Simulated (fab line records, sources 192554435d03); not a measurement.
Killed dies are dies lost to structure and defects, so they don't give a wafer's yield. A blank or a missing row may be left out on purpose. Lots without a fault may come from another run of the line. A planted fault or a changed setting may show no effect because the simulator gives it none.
Split-lot experiment | flow n5_finfet | 7 lots, 21 wafers read, on a route of 1938 steps

THE SPLIT
At N5_BEOL_M1_ILD_DEP_00 (deposits SiOC from DEMS/O2, target thk 79 nm, time 15.3 s), the setting time_s was moved away from the recipe's 15.3 s on 11 of the 21 wafers read, by -14.1% to +13.0%. The other wafers ran this setting at the recipe's value.

The file shows no step between the split and the reading.

THE READING
M1_ILD_THK, in nm, at N5_BEOL_M1_THK_MEAS_01. Fault-free wafers of this fab line usually give 79.3 nm, standard deviation 1.2 nm.

wafer  | tool, chamber at the split | time_s as run, s | against the recipe | M1_ILD_THK, nm | against lot-mates on the recipe
L074.2 | pecvd-04, 1                | 13.84            | -9.5%              | 69.4           | -8.6
L074.3 | pecvd-04, 2                | 13.84            | -9.5%              | 69.6           | -8.4
L074.5 | pecvd-04, 2                | 15.3             | recipe             | 78.0           | -
L082.2 | pecvd-01, 2                | 15.3             | recipe             | 77.7           | -
L082.4 | pecvd-01, 0                | 16.98            | +11.0%             | 88.4           | +10.7
L082.6 | pecvd-01, 1                | 16.98            | +11.0%             | 89.1           | +11.4
L083.2 | pecvd-04, 2                | 13.15            | -14.1%             | 67.7           | no lot-mate on the recipe
L083.4 | pecvd-04, 2                | 13.15            | -14.1%             | 68.2           | no lot-mate on the recipe
L083.6 | pecvd-04, 1                | 13.15            | -14.1%             | 67.8           | no lot-mate on the recipe
L087.2 | pecvd-04, 2                | 15.3             | recipe             | 77.6           | -
L087.5 | pecvd-04, 1                | 15.3             | recipe             | 78.5           | -
L087.6 | pecvd-04, 0                | 15.3             | recipe             | 78.1           | -
L089.3 | pecvd-01, 0                | 15.3             | recipe             | 78.9           | -
L089.4 | pecvd-01, 0                | 15.3             | recipe             | 80.4           | -
L089.5 | pecvd-01, 2                | 15.3             | recipe             | 79.3           | -
L091.2 | pecvd-01, 0                | 14.46            | -5.5%              | 75.3           | -5.5
L091.3 | pecvd-01, 2                | 14.46            | -5.5%              | 73.8           | -7.0
L091.4 | pecvd-01, 0                | 15.3             | recipe             | 80.8           | -
L095.1 | pecvd-01, 0                | 15.3             | recipe             | 79.9           | -
L095.5 | pecvd-01, 2,1              | 17.29            | +13.0%             | 90.4           | +10.5
L095.6 | pecvd-01, 2,1              | 17.29            | +13.0%             | 90.4           | +10.5
Where a row lists several chambers, the file gives one row for several wafers and doesn't say which wafer went through which chamber.

THE FIT
A straight line over all 21 wafers: M1_ILD_THK changes by +0.856 nm for each +1% of time_s; r = +0.99; the points scatter about the line by 1 nm.
The same after taking each lot's own level away (the mean of its wafers on the recipe; 18 wafers): +0.912 nm for each +1%; r = +0.99; scatter 0.85 nm.
On that fit, the largest move of time_s shifts the reading by 13 nm.
The lots' own levels span 77.70 to 80.80 nm, that is 2.6 times the standard deviation above.
So the lot-to-lot level changes the slope little: the two slopes agree.
Check: with one of the wafers moved furthest among these (+13.0%) left out of the fit, the line predicts +12.1 nm for it against its lot-mates. It came out at +10.5 nm against them.

OTHER SPLITS ON THESE WAFERS
These wafers also went through other splits before the reading. Each is held against what the fit with the lots' levels taken away leaves over:
other split on the same wafers   | wafers away from the commonest value | r with M1_ILD_THK (lot level and that fit taken away)
N5_BEOL_M0_SAQP_COAT_08 spin_rpm | 8                                    | -0.36
N5_BEOL_M0_CUTY_COAT_50 spin_rpm | 8                                    | -0.23
N5_BEOL_M0_CUTY_DESCUM_61 time_s | 8                                    | -0.21

THE WHOLE CHAIN: every reading that the file lists as answering this split, in the file's order
step                   | what it does                                              | reading                                                                            | change (the file's fit)               | r (the file's)
N5_BEOL_M1_ILD_DEP_00  | deposits SiOC from DEMS/O2, target thk 79 nm, time 15.3 s | SiOC_of_BEOL_M1_ILD_DEP_00.thk_nm (the simulator's own value, which no gauge read) | +0.903 nm for each +1% of the setting | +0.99
N5_BEOL_M1_THK_MEAS_01 |                                                           | M1_ILD_THK                                                                         | +0.906 for each +1% of the setting    | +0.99

THE FILE'S OWN FIT
M1_ILD_THK changes by +0.906 nm for each +1% of time_s, r = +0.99.
